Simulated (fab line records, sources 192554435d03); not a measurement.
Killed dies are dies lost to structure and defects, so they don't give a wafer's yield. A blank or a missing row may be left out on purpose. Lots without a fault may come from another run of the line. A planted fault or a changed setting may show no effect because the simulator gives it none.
Chamber matching | flow n5_finfet | N5_BEOL_M2_ETCH_77 on rie_diel-02: 4 sister chambers
The step etches underlayer in N2/H2, target depth 6.5 nm, time 5.2 s. 4 wafers are shown with their chamber, then 12 later ones without.

WAFERS WITH THEIR CHAMBER
wafer  | chamber | showerhead_plenum_p_Torr (Torr)
L084.2 | 0       | 2.34
L086.1 | 2       | 2.48
L086.4 | 1       | 2.65
L086.6 | 3       | 2.46

WAFERS WITHOUT THEIR CHAMBER
wafer  | showerhead_plenum_p_Torr (Torr)
L087.1 | 2.46
L087.4 | 2.64
L087.5 | 2.46
L092.1 | 2.48
L092.2 | 2.64
L092.6 | 2.33
L096.2 | 2.47
L096.3 | 2.64
L096.5 | 2.47
L097.1 | 2.33
L097.3 | 2.45
L097.5 | 2.45

WHICH CHAMBER EACH WENT THROUGH
wafer  | from the rows above     | in truth
L087.1 | 3                       | 3
L087.4 | 1                       | 1
L087.5 | 3                       | 3
L092.1 | 2                       | 2
L092.2 | 1                       | 1
L092.6 | 0                       | 0
L096.2 | can't be placed: 2 or 3 | 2
L096.3 | 1                       | 1
L096.5 | can't be placed: 2 or 3 | 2
L097.1 | 0                       | 0
L097.3 | 3                       | 3
L097.5 | 3                       | 3
Placed correctly: 10 of 12. Can't be placed from these rows: 2 (the true chamber is among the candidates in 2). Placed wrongly: 0.
How it was worked out, from the rows above alone: a wafer's distance from a chamber is the root of the sum, over the readings, of the square of ((its reading less the chamber's mean) divided by the reading's scatter). The wafer belongs to the nearest chamber; if the next one is less than 2 further off, it can't be placed. A chamber's mean is the mean of its shown wafers. The scatter: with one shown wafer a chamber, the root of the mean of the squares of how far each hidden wafer lies from its nearest shown one.
